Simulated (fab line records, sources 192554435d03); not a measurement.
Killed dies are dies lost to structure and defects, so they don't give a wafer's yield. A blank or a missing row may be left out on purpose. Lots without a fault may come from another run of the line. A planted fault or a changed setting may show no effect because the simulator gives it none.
Split-lot experiment | flow n5_finfet | 7 lots, 39 wafers read, on a route of 1938 steps

THE SPLIT
At N5_BEOL_M9_CVD_78 (deposits Co from CCTBA/H2, target thk 2 nm, time 138.9 s), the setting target_thk_a was moved away from the recipe's 20 angstrom on 18 of the 39 wafers read, by -55.5% to +50.8%. The other wafers ran this setting at the recipe's value.

The reading is taken at the split's own step.

THE READING
Co_of_BEOL_M9_CVD_78.thk_nm (the simulator's own value, which no gauge read), in nm, at N5_BEOL_M9_CVD_78 (deposits Co from CCTBA/H2, target thk 2 nm, time 138.9 s). The file gives no usual value for it. The 21 wafers here that ran the recipe average 2.1 nm, standard deviation 0.097 nm.

wafer  | tool, chamber at the split | target_thk_a as run, angstrom | against the recipe | Co_of_BEOL_M9_CVD_78.thk_nm, nm | against lot-mates on the recipe
L079.1 | cvd_co-01, 2               | 8.941                         | -55.3%             | 0.8                             | -1.3
L079.2 | cvd_co-01, 0,2             | 20                            | recipe             | 2                               | -
L079.4 | cvd_co-01, 0,2             | 20                            | recipe             | 2                               | -
L079.3 | cvd_co-01, 1               | 8.941                         | -55.3%             | 1                               | -1.1
L079.5 | cvd_co-01, 1               | 8.941                         | -55.3%             | 1                               | -1.1
L079.6 | cvd_co-01, 0               | 20                            | recipe             | 2.2                             | -
L081.1 | cvd_co-01, 1,0,1           | 20                            | recipe             | 2.2                             | -
L081.2 | cvd_co-01, 1,0,1           | 20                            | recipe             | 2.2                             | -
L081.5 | cvd_co-01, 1,0,1           | 20                            | recipe             | 2.2                             | -
L081.3 | cvd_co-01, 2,0             | 30.16                         | +50.8%             | 3.2                             | +1.0
L081.4 | cvd_co-01, 2,0             | 30.16                         | +50.8%             | 3.2                             | +1.0
L081.6 | cvd_co-01, 2               | 30.16                         | +50.8%             | 3                               | +0.8
L086.1 | cvd_co-01, 1,2,1           | 10.61                         | -47.0%             | 1.2                             | -1.0
L086.2 | cvd_co-01, 1,2,1           | 10.61                         | -47.0%             | 1.2                             | -1.0
L086.5 | cvd_co-01, 1,2,1           | 10.61                         | -47.0%             | 1.2                             | -1.0
L086.3 | cvd_co-01, 0,0,2           | 20                            | recipe             | 2.2                             | -
L086.4 | cvd_co-01, 0,0,2           | 20                            | recipe             | 2.2                             | -
L086.6 | cvd_co-01, 0,0,2           | 20                            | recipe             | 2.2                             | -
L085.1 | cvd_co-02, 0               | 20                            | recipe             | 2.2                             | -
L085.2 | cvd_co-02, 2,1             | 20                            | recipe             | 2                               | -
L085.5 | cvd_co-02, 2,1             | 20                            | recipe             | 2                               | -
L085.3 | cvd_co-02, 1,2,0           | 8.895                         | -55.5%             | 1                               | -1.1
L085.4 | cvd_co-02, 1,2,0           | 8.895                         | -55.5%             | 1                               | -1.1
L085.6 | cvd_co-02, 1,2,0           | 8.895                         | -55.5%             | 1                               | -1.1
L087.1 | cvd_co-02, 0,1             | 16.19                         | -19.0%             | 1.8                             | -0.3
L087.3 | cvd_co-02, 0,1             | 16.19                         | -19.0%             | 1.8                             | -0.3
L087.2 | cvd_co-02, 1               | 20                            | recipe             | 2.2                             | -
L087.5 | cvd_co-02, 1               | 20                            | recipe             | 2.2                             | -
L087.4 | cvd_co-02, 0               | 16.19                         | -19.0%             | 1.6                             | -0.5
L087.6 | cvd_co-02, 0               | 20                            | recipe             | 2                               | -
L091.1 | cvd_co-02, 0,1             | 20                            | recipe             | 2.2                             | -
L091.2 | cvd_co-02, 0,1             | 20                            | recipe             | 2.2                             | -
L091.3 | cvd_co-02, 2,2,1           | 29.16                         | +45.8%             | 3                               | +0.9
L091.4 | cvd_co-02, 2,2,1           | 29.16                         | +45.8%             | 3                               | +0.9
L091.5 | cvd_co-02, 2,2,1           | 29.16                         | +45.8%             | 3                               | +0.9
L091.6 | cvd_co-02, 0               | 20                            | recipe             | 2                               | -
L094.1 | cvd_co-01, 1               | 20                            | recipe             | 2.2                             | -
L094.3 | cvd_co-01, 0,2             | 20                            | recipe             | 2                               | -
L094.4 | cvd_co-01, 0,2             | 20                            | recipe             | 2                               | -
Where a row lists several chambers, the file gives one row for several wafers and doesn't say which wafer went through which chamber.

THE FIT
A straight line over all 39 wafers: Co_of_BEOL_M9_CVD_78.thk_nm changes by +0.0201 nm for each +1% of target_thk_a; r = +0.99; the points scatter about the line by 0.09 nm.
The same after taking each lot's own level away (the mean of its wafers on the recipe; 39 wafers): +0.0196 nm for each +1%; r = +0.99; scatter 0.082 nm.
On that fit, the largest move of target_thk_a shifts the reading by 1.1 nm.
The lots' own levels span 2.07 to 2.20 nm, that is 1.4 times the standard deviation above.
So the lot-to-lot level changes the slope little: the two slopes agree.
Check: with one of the wafers moved furthest among these (-55.5%) left out of the fit, the line predicts -1.11 nm for it against its lot-mates. It came out at -1.07 nm against them.

OTHER SPLITS ON THESE WAFERS
These wafers also went through other splits before the reading. Each is held against what the fit with the lots' levels taken away leaves over:
other split on the same wafers   | wafers away from the commonest value | r with Co_of_BEOL_M9_CVD_78.thk_nm (lot level and that fit taken away)
N5_BEOL_M4_TRENCH_ETCH_37 time_s | 12                                   | -0.17

THE FILE'S OWN FIT
Co_of_BEOL_M9_CVD_78.thk_nm changes by +0.0197 nm for each +1% of target_thk_a, r = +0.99.
